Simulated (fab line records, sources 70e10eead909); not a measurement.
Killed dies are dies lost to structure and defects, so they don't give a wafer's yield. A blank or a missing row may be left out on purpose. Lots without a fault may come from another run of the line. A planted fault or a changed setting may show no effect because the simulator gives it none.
fab line records | flow nand_harc
record lots=6 wafers=18 last_day=24
route steps=1159 shown P_M1@297 END@1159
lots that met no fault: from a run of the same line without faults
start_h: hours from the record's first day to the start of the lot's first wafer shown | wait_h: hours since the lot's step before | " the same as in the row above | L1.1+2: a row that stands for several wafers | - no value, or no start given | * or withheld: withheld | < > ~ a bound
route shown NAME@n: a module of which the file shows steps, and the number in the route of the first | usual: mean/standard deviation of fault-free wafers | same: alike in all rows | chamber/n: place in a boat | sites: the reading at each site | _std_site: their standard deviation | _edge_site: outer sites' mean less inner sites' | radius_mm: how far each site lies from the wafer's centre | mask NAME#n: copy n | behind: the tool/chamber that last shaped the wafer | hold: why the lot was held/for how many hours/how that ended | device: the transistor (n, p or np) that didn't switch | end of line: the same wafers' tests at the end of the route | a step without rows: its recipe alone | killed: dies lost to structure and defects at the first sort, not the wafer's yield | map: a wafer's dies, x killed, . not, _ none there
set.NAME: the setting as run; set.NAME@STEP: as run at that earlier step | model.NAME: the simulator's own value behind a step, which no gauge read
lots at some steps of the route; a table a step, a row a wafer
services: from which hour (start_h, from the record's first day; less than 0 if before it) a tool's chamber was out of use, for how many hours, and why
## steps
# step NHARC_P_M1_INSPECT_11
# usual raw_defect_count=4.1/2
# columns lot.wafer tool chamber start_h wait_h raw_defect_count
L124.2 defect_inspect-02 - 139.36 0.0 5
L124.3 " - " " 6
L124.4 " - " " 6
L126.2 defect_inspect-02 - 157.70 0.0 1
L126.4 " - " " 1
L126.6 " - " " 3
L130.1 defect_inspect-02 - 172.79 0.0 5
L130.3 " - " " 3
L130.5 " - " " 7
L133.2 defect_inspect-02 - 200.92 0.0 6
L133.3 " - " " 4
L133.5 " - " " 3
L139.1 defect_inspect-02 - 231.78 0.0 6
L139.5 " - " " 5
L139.6 " - " " 3
L142.3 defect_inspect-02 - 261.39 0.0 3
L142.4 " - " " 7
L142.5 " - " " 3
# step NHARC_P_M1_DESCUM_14
# recipe time_s=3 o2_flow_sccm=200 ar_flow_sccm=0 bias_power_w=0 chemistry=O2
# usual drypump_motor_current_A=5.7/0.41 oes_product_au=0.997/0.015 rf_vpp_V=58.0/0.86 showerhead_plenum_p_Torr=1.96/0.051 throttle_valve_pct=11.310/0.0097
# same time_s=3
# columns lot.wafer tool chamber start_h wait_h drypump_motor_current_A oes_product_au rf_hours_counter_h rf_vpp_V showerhead_plenum_p_Torr throttle_valve_pct
L124.4 rie_diel-08 2 139.42 0.1 5.8 0.989 0.2 57.9 1.92 11.300
L124.2 " 0 " " 5.1 0.985 0.3 58.0 1.96 11.301
L124.3 " 1 " " 5.7 0.985 0.2 57.6 1.89 11.308
L126.4 rie_diel-06 0 157.78 0.1 5.8 1.014 1.9 59.6 1.98 11.293
L126.2 " 1 " " 6.3 1.015 2.0 58.2 1.89 11.316
L126.6 " 3 " " 6.0 1.009 - 59.3 2.05 11.311
L130.3 rie_diel-08 1 172.86 0.1 5.7 0.980 1.9 57.6 1.89 11.315
L130.1 " 2 " " 5.8 0.974 2.9 57.5 1.92 11.295
L130.5 " 0 " " 5.1 0.985 - 56.3 1.96 11.295
L133.3 rie_diel-08 3 200.99 0.1 5.0 1.013 4.1 59.1 2.01 11.312
L133.2 " 0 " " 5.1 0.988 4.3 58.4 1.96 11.318
L133.5 " 1 " " 5.7 0.981 - 56.2 1.89 11.300
L139.1 rie_diel-06 2 231.85 0.1 5.3 0.988 3.8 57.7 1.97 11.314
L139.6 " 0 " " 5.8 1.007 - 56.2 1.98 11.326
L139.5 " 1 " " 6.2 1.020 - 58.7 1.89 11.297
L142.3 rie_diel-06 2 261.45 0.1 5.3 1.012 0.2 59.2 1.97 11.307
L142.4 " 1 " " 6.3 1.008 0.1 57.1 1.89 11.321
L142.5 " 2 " " 5.3 1.004 - 58.0 1.97 11.318
# step NHARC_P_M1_ETCH_35
# recipe target_depth_a=400 overetch_a=120 time_s=43.94 ion_energy_ev=200 n2_flow_sccm=150 h2_flow_sccm=150 ar_flow_sccm=0 rf_w=400 bias_w=150 chemistry=N2/H2
# step NHARC_P_M1_ETCH_15
# recipe target_depth_a=1825 time_s=91.2 c4f8_flow_sccm=withheld ar_flow_sccm=400 rf_w=600 bias_w=300 chemistry=C4F8/Ar
# step NHARC_P_M1_CD_MEAS_16
# usual cd_nm=130.5/0.98
# columns lot.wafer tool chamber start_h wait_h cd_nm
L124.2 cd_sem-01 - 139.73 - 129.4
L124.3 " - " " 128.9
L124.4 " - " " 129.5
L126.2 cd_sem-03 - 158.21 - 132.3
L126.4 " - " " 130.7
L126.6 " - " " 131.6
L130.1 cd_sem-02 - 173.16 - 132.3
L130.3 " - " " 130.3
L130.5 " - " " 130.2
L133.2 cd_sem-02 - 201.28 - 130.5
L133.3 " - " " 130.2
L133.5 " - " " 129.2
L139.1 cd_sem-02 - 232.14 - 131.2
L139.5 " - " " 130.5
L139.6 " - " " 128.2
L142.3 cd_sem-02 - 261.76 - 131.3
L142.4 " - " " 129.9
L142.5 " - " " 129.9
# step NHARC_P_M1_STRIP_18
# recipe power_w=1000 n2_flow_sccm=150 h2_flow_sccm=150 ar_flow_sccm=0 bias_w=0 chemistry=N2/H2
# step NHARC_P_M1_ETCH_28
# recipe target_depth_a=300 over_etch_frac=0.3 time_s=72.99 ion_energy_ev=150 cf4_flow_sccm=50 n2_flow_sccm=100 ar_flow_sccm=150 rf_w=300 bias_w=100 chemistry=CF4/N2
# step NHARC_P_M1_STRIP_19
# recipe time_s=600 temp_c=30 chemistry=post_etch_residue_remover
# step NHARC_P_M1_DEGAS_29
# recipe temp_c=250 time_s=60
# usual heater_power_w=344/27
# same time_s=60
# columns lot.wafer tool chamber start_h wait_h heater_power_w
L124.3 pvd_sputter-02 - 140.51 - 310
L124.4 " - " " 336
L124.2 " - " " 352
L126.4 pvd_sputter-02 - 158.92 - 314
L126.2 " - " " 340
L126.6 " - " " 318
L130.1 pvd_sputter-02 - 173.87 - 347
L130.3 " - " " 330
L130.5 " - " " 346
L133.3 pvd_sputter-03 - 202.01 - 365
L133.2 " - " " 388
L133.5 " - " " 374
L139.1 pvd_sputter-03 - 232.86 - 377
L139.5 " - " " 376
L139.6 " - " " 385
L142.3 pvd_sputter-02 - 262.48 - 301
L142.4 " - " " 356
L142.5 " - " " 297
# step NHARC_P_M1_PRE_CLEAN_30
# recipe time_s=30 temp_c=280 gas=H2/He
# usual heater_power_w=422/35
# same time_s=30
# columns lot.wafer tool chamber start_h wait_h heater_power_w
L124.2 pvd_sputter-02 - - - 407
L124.3 " - " " 421
L124.4 " - " " 412
L126.2 pvd_sputter-02 - - - 435
L126.4 " - " " 382
L126.6 " - " " 379
L130.3 pvd_sputter-02 - - - 414
L130.1 " - " " 422
L130.5 " - " " 405
L133.3 pvd_sputter-03 - - - 474
L133.2 " - " " 459
L133.5 " - " " 447
L139.1 pvd_sputter-03 - - - 475
L139.5 " - " " 464
L139.6 " - " " 483
L142.4 pvd_sputter-02 - - - 425
L142.3 " - " " 358
L142.5 " - " " 366
# step NHARC_P_M1_PVD_20
# recipe target_thk_a=50 bias_v=168.6 power_w=15000 chamber_pressure_pa=0.12 time_s=8.06 substrate_temp_c=50 material=TaN
# step NHARC_P_M1_PVD_21
# recipe target_thk_a=300 chamber_pressure_pa=5 power_w=5000 substrate_temp_c=30 time_s=20.49 material=Cu
# usual throttle_valve_pct=30.3/0.89
# same time_s=20.49
# columns lot.wafer tool chamber start_h wait_h throttle_valve_pct
L124.3 pvd_sputter-02 - - - 28.9
L124.4 " - " " 30.9
L124.2 " - " " 30.6
L126.2 pvd_sputter-02 - - - 31.0
L126.4 " - " " 30.5
L126.6 " - " " 29.2
L130.1 pvd_sputter-02 - - - 29.0
L130.3 " - " " 30.6
L130.5 " - " " 29.1
L133.3 pvd_sputter-03 - - - 28.5
L133.2 " - " " 31.1
L133.5 " - " " 30.8
L139.1 pvd_sputter-03 - - - 31.1
L139.6 " - " " 31.4
L139.5 " - " " 30.4
L142.3 pvd_sputter-02 - - - 31.1
L142.4 " - " " 29.0
L142.5 " - " " 29.6
# step NHARC_P_M1_ECD_22
# recipe target_thk_a=4000 bath_temp_c=25 material=Cu
# usual bath_temp_c=25.01/0.12
# columns lot.wafer tool chamber start_h wait_h bath_temp_c
L124.2 ecd_cu-02 1 140.92 - 24.95
L124.3 " 0 " " 25.18
L124.4 " 1 " " 25.02
L126.2 ecd_cu-01 0 159.28 - 24.84
L126.4 " 1 " " 25.11
L126.6 " 1 " " 25.02
L130.1 ecd_cu-01 0 174.28 - 24.91
L130.3 " 0 " " 24.85
L130.5 " 0 " " 25.02
L133.2 ecd_cu-01 0 202.43 - 25.07
L133.3 " 1 " " 25.10
L133.5 " 1 " " 25.02
L139.1 ecd_cu-02 1 233.22 - 24.84
L139.5 " 1 " " 24.91
L139.6 " 0 " " 25.09
L142.4 ecd_cu-02 0 262.94 - 24.87
L142.3 " 1 " " 24.90
L142.5 " 1 " " 25.04
# step NHARC_P_M1_ANNEAL_31
# recipe temp_c=225 time_s=90
# usual wafer_temp_C_max=225.9/0.32
# same time_s=90
# columns lot.wafer tool chamber start_h wait_h wafer_temp_C_max
L124.2 rtp_anneal-01 0 141.30 0.3 225.8
L124.3 " 0 " " 226.1
L124.4 " 0 " " 226.2
L126.2 rtp_anneal-01 0 159.72 0.4 226.0
L126.4 " 0 " " 225.5
L126.6 " 0 " " 225.9
L130.1 rtp_anneal-02 0 174.61 - 226.0
L130.3 " 0 " " 225.5
L130.5 " 0 " " 225.8
L133.2 rtp_anneal-02 0 202.81 - 225.6
L133.3 " 0 " " 225.3
L133.5 " 0 " " 225.3
L139.1 rtp_anneal-02 0 233.62 - 225.3
L139.5 " 0 " " 225.9
L139.6 " 0 " " 225.5
L142.3 rtp_anneal-02 0 263.35 0.3 225.4
L142.4 " 0 " " 225.5
L142.5 " 0 " " 225.6
# step NHARC_P_M1_CMP_23
# recipe t_overpolish_s=20 target_thk_nm=157.82
# usual motor_current_A=12.1/1.6 slurry_filter_dp_kPa=13.51/0.14 slurry_flow_ml_min=150.0/0.41 time_to_endpoint_s=28/3.7
# columns lot.wafer tool chamber start_h wait_h motor_current_A slurry_filter_dp_kPa slurry_flow_ml_min time_to_endpoint_s
L124.2 cmp-03 1 141.60 - 15.0 13.60 150.3 26
L124.3 " 3 " " 12.3 13.44 150.1 29
L124.4 " 0 " " 11.3 13.75 149.8 30
L126.2 cmp-04 0 160.02 - 13.1 13.54 150.2 30
L126.4 " 3 " " 10.7 13.47 150.2 24
L126.6 " 0 " " 13.2 13.60 149.5 28
L130.1 cmp-02 1 175.01 - 12.0 13.47 149.5 11
L130.3 " 2 " " 10.2 13.53 150.4 15
L130.5 " 0 " " 12.0 13.41 150.2 15
L133.2 cmp-02 2 203.10 - 9.8 13.48 151.0 11
L133.3 " 0 " " 11.6 13.64 149.9 33
L133.5 " 3 " " 11.7 13.47 149.6 29
L139.1 cmp-02 2 233.99 - 9.9 13.37 149.7 34
L139.6 " 1 " " 11.2 13.56 149.9 34
L139.5 " 2 " " 9.6 13.28 149.8 33
L142.3 cmp-04 3 263.65 - 10.9 13.80 150.1 26
L142.4 " 0 " " 14.7 13.58 149.9 34
L142.5 " 2 " " 11.9 13.76 150.1 25
# step NHARC_P_M1_THK_MEAS_24
# recipe thk_meas_gauge=xrf
# usual thk_nm=157.5/1.8
# columns lot.wafer tool chamber start_h wait_h thk_nm
L124.2 film_metro-01 - 141.91 - 156.1
L124.3 " - " " 154.8
L124.4 " - " " 158.2
L126.2 film_metro-02 - 160.33 - 157.7
L126.4 " - " " 158.0
L126.6 " - " " 160.2
L130.1 film_metro-02 - 175.27 - 155.7
L130.3 " - " " 158.3
L130.5 " - " " 159.3
L133.2 film_metro-01 - 203.42 - 157.8
L133.3 " - " " 159.4
L133.5 " - " " 156.9
L139.1 film_metro-02 - 234.28 - 156.6
L139.5 " - " " 158.7
L139.6 " - " " 154.6
L142.3 film_metro-01 - 263.91 - 156.8
L142.4 " - " " 160.3
L142.5 " - " " 156.9
# step NHARC_END_SORT_01
# recipe temp_c=25
# usual defect_limited_yield=95.3/1.5 killed_at_array=28/10 killed_at_other=0.6/1.1 killed_at_periphery=3.6/2.6 killed_dies=32/10 killed_open=3.3/1.8 killed_short=1.9/1.4 sort_bin_2_pct=1.5/0.61 sort_bin_3_pct=0.27/0.2 sort_bin_4_pct=3.0/1 sort_n_pass=645/10 sort_rim_yield_pct=97.3/1.9 sort_yield_pct=95.3/1.5
# same gross_dies=677 sort_bin_5_pct[%]=0 sort_bin_6_pct[%]=0 sort_bin_7_pct[%]=0 sort_bin_8_pct[%]=0 sort_rim_n_gross=106.00
# columns lot.wafer tool chamber start_h wait_h defect_limited_yield[%] killed_at_array killed_at_other killed_at_periphery killed_dies killed_open killed_short sort_bin_2_pct[%] sort_bin_3_pct[%] sort_bin_4_pct[%] sort_n_pass sort_rim_yield_pct[%] sort_yield_pct[%]
L124.2 prober-01 0 465.21 2.8 97.2 14 1 4 19 4 1 0.7 0 2.1 658 97.2 97.2
L124.3 prober-01 0 466.02 3.1 95.7 22 0 7 29 6 5 1.0 0.44 2.8 648 99.1 95.7
L124.4 prober-01 0 466.83 3.4 96.8 15 0 7 22 1 5 0.7 0.15 2.4 655 98.1 96.8
L130.1 prober-01 0 492.53 2.5 97.6 12 1 3 16 4 2 0.9 0.15 1.3 661 96.2 97.6
L130.3 prober-01 0 494.12 3.1 97.5 14 1 2 17 1 2 0.9 0.30 1.3 660 100.0 97.5
L130.5 prober-01 0 495.71 3.7 96.2 19 3 4 26 5 0 1.2 0.44 2.2 651 94.3 96.2
L126.2 prober-02 0 506.06 2.8 94.4 37 0 1 38 2 1 1.8 0.44 3.4 639 99.1 94.4
L126.4 prober-02 0 507.64 3.4 93.9 39 0 2 41 7 0 1.9 0.59 3.5 636 98.1 93.9
L126.6 prober-02 0 509.22 4.0 94.1 39 1 0 40 2 1 2.1 0.30 3.5 637 98.1 94.1
L139.1 prober-01 0 555.04 2.5 91.0 51 4 6 61 3 2 2.5 0.44 6.1 616 97.2 91.0
L139.5 prober-01 0 558.26 3.7 92.9 46 0 2 48 1 1 1.9 0.59 4.6 629 93.4 92.9
L139.6 prober-01 0 559.07 4.0 93.1 45 1 1 47 2 0 1.5 0.44 5.0 630 99.1 93.1
L142.3 prober-02 0 572.92 3.1 93.2 38 0 8 46 4 5 2.5 0.44 3.8 631 95.3 93.2
L142.4 prober-02 0 573.72 3.4 93.2 36 1 9 46 3 0 2.7 0.30 3.8 631 94.3 93.2
L142.5 prober-02 0 574.52 3.7 92.2 45 0 8 53 3 2 3.4 0.15 4.3 624 97.2 92.2
# killed by level:class
L124.2 A_CHANNEL_HOLE_D1:chamber_film_flake=4 P_ZERO_WELL:chamber_film_flake=2 P_GATE:chamber_film_flake=2 A_STAIRCASE:chamber_film_flake=2 A_WL_FILL:chamber_film_flake=2 A_CHANNEL_FILL_D1:geometric_particle:open=1 A_CONTACT:geometric_particle:open=1 A_CONTACT:geometric_particle:short=1
L124.3 A_CONTACT:chamber_film_flake=5 P_ZERO_WELL:chamber_film_flake=3 A_CHANNEL_HOLE_D1:chamber_film_flake=3 A_ONON_D1:geometric_particle:short=2 P_GATE:chamber_film_flake=2 A_ZERO_WELL:chamber_film_flake=2 A_STAIRCASE:chamber_film_flake=2 P_GATE:geometric_particle:open=1
L124.4 P_ZERO_WELL:chamber_film_flake=4 A_CHANNEL_HOLE_D1:chamber_film_flake=4 A_CONTACT:chamber_film_flake=4 A_WL_FILL:geometric_particle:short=2 P_CONTACT:geometric_particle:open=1 P_M1:geometric_particle:short=1 A_ONON_D1:geometric_particle:short=1 A_M0:geometric_particle:short=1
L130.1 A_CHANNEL_HOLE_D1:chamber_film_flake=5 A_WL_FILL:geometric_particle:open=3 A_WL_FILL:geometric_particle:short=2 P_ZERO_WELL:chamber_film_flake=2 P_GATE:geometric_particle:open=1 A_STAIRCASE:chamber_film_flake=1 A_CONTACT:chamber_film_flake=1 THIN_TSV:chamber_film_flake=1
L130.3 A_CONTACT:chamber_film_flake=5 P_STI:chamber_film_flake=2 A_CHANNEL_HOLE_D1:chamber_film_flake=2 A_CHANNEL_FILL_D1:chamber_film_flake=2 A_SLIT:geometric_particle:open=1 A_CONTACT:geometric_particle:short=1 STARTING-WAFER:geometric_particle:short=1 A_ZERO_WELL:chamber_film_flake=1
L130.5 A_STAIRCASE:chamber_film_flake=4 A_SLIT:chamber_film_flake=4 P_ZERO_WELL:chamber_film_flake=3 A_CHANNEL_HOLE_D1:chamber_film_flake=3 THIN_TSV:chamber_film_flake=3 A_M0:geometric_particle:open=2 A_CONTACT:chamber_film_flake=2 A_ONON_D1:geometric_particle:open=1
L126.2 A_CHANNEL_HOLE_D1:chamber_film_flake=18 A_SLIT:chamber_film_flake=11 A_WL_FILL:chamber_film_flake=2 P_M0:geometric_particle:open=1 A_ONON_D1:geometric_particle:open=1 A_M0:geometric_particle:short=1 A_ZERO_WELL:chamber_film_flake=1 A_CHANNEL_FILL_D1:chamber_film_flake=1
L126.4 A_CHANNEL_HOLE_D1:chamber_film_flake=14 A_SLIT:chamber_film_flake=9 A_WL_FILL:chamber_film_flake=5 A_M0:geometric_particle:open=2 A_CONTACT:chamber_film_flake=2 P_M0:geometric_particle:open=1 A_ONON_D1:geometric_particle:open=1 A_CONTACT:geometric_particle:open=1
L126.6 A_SLIT:chamber_film_flake=15 A_CHANNEL_HOLE_D1:chamber_film_flake=12 A_WL_FILL:chamber_film_flake=4 A_CONTACT:chamber_film_flake=4 A_CONTACT:geometric_particle:open=2 A_WL_FILL:geometric_particle:short=1 A_STAIRCASE:chamber_film_flake=1 THIN_TSV:chamber_film_flake=1
L139.1 A_CHANNEL_HOLE_D1:chamber_film_flake=21 A_SLIT:chamber_film_flake=15 A_STAIRCASE:chamber_film_flake=6 A_CONTACT:chamber_film_flake=5 THIN_TSV:chamber_film_flake=4 P_GATE:chamber_film_flake=2 P_CONTACT:chamber_film_flake=2 P_GATE:geometric_particle:open=1
L139.5 A_CHANNEL_HOLE_D1:chamber_film_flake=18 A_SLIT:chamber_film_flake=16 A_STAIRCASE:chamber_film_flake=8 P_M0:chamber_film_flake=2 A_CONTACT:chamber_film_flake=2 A_CHANNEL_FILL_D1:geometric_particle:short=1 A_WL_FILL:geometric_particle:open=1
L139.6 A_CHANNEL_HOLE_D1:chamber_film_flake=21 A_SLIT:chamber_film_flake=18 A_STAIRCASE:chamber_film_flake=2 A_CONTACT:chamber_film_flake=2 A_ONON_D1:geometric_particle:open=1 A_CONTACT:geometric_particle:open=1 P_GATE:chamber_film_flake=1 THIN_TSV:chamber_film_flake=1
L142.3 A_SLIT:chamber_film_flake=20 A_CHANNEL_HOLE_D1:chamber_film_flake=9 P_M2:chamber_film_flake=4 A_WL_FILL:geometric_particle:open=3 A_CHANNEL_HOLE_D1:geometric_particle:short=2 P_STI:geometric_particle:short=1 P_GATE:chamber_film_flake=1 A_CHANNEL_FILL_D1:geometric_particle:short=1
L142.4 A_SLIT:chamber_film_flake=16 A_CHANNEL_HOLE_D1:chamber_film_flake=13 P_M2:chamber_film_flake=5 P_GATE:chamber_film_flake=3 A_STAIRCASE:chamber_film_flake=3 A_CONTACT:chamber_film_flake=3 P_M1:geometric_particle:open=1 A_WL_FILL:geometric_particle:open=1
L142.5 A_SLIT:chamber_film_flake=25 A_CHANNEL_HOLE_D1:chamber_film_flake=7 P_M2:chamber_film_flake=4 A_STAIRCASE:chamber_film_flake=4 A_CONTACT:chamber_film_flake=4 A_WL_FILL:chamber_film_flake=2 P_STI:geometric_particle:short=1 P_CONTACT:geometric_particle:open=1
## services
# columns tool chamber start_h hours kind
rie_diel-08 - 124.80 9.0 pm
cmp-02 - 129.49 4.0 pm
rie_diel-08 1 142.55 12.7 repair
ecd_cu-01 - 151.69 2.7 repair
cmp-02 - 155.45 0.8 repair
cmp-03 - 156.10 4.0 pm
ecd_cu-02 - 174.00 6.1 repair
cmp-03 - 176.31 1.0 repair
cmp-02 - 177.20 1.7 repair
ecd_cu-02 - 180.11 8.0 pm
rie_diel-06 2 182.29 6.3 repair
pvd_sputter-03 - 184.24 3.6 repair
rie_diel-06 - 187.08 1.7 repair
cmp-04 - 203.00 4.0 pm
pvd_sputter-03 - 204.25 5.1 repair
cmp-02 - 206.83 2.4 repair
ecd_cu-02 - 211.44 1.6 repair
pvd_sputter-02 - 214.06 10.0 pm
rie_diel-08 - 223.26 0.2 repair
cmp-02 - 225.55 4.3 repair
cmp-02 - 229.89 4.0 pm
cmp-04 - 232.61 1.9 repair
rie_diel-06 - 241.20 9.0 pm
pvd_sputter-02 - 250.20 1.5 repair
## key
first_sign step=NHARC_P_M1_CMP_23 reading=time_to_endpoint_s direction=down sigmas=4.1 usual=* struck=*
effect none on later readings
met_at NHARC_P_M1_ECD_22
struck_wafers L130.1,L130.3,L130.5,L133.2
onset_between 159.28 174.28
fault kind=process_parameter_drift tool=ecd_cu-01 chamber=0 onset_h=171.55 steps=NHARC_P_M1_ECD_22 channel=target_thk_a offset=* shape=step end_h=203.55 acts_in=* stated=*
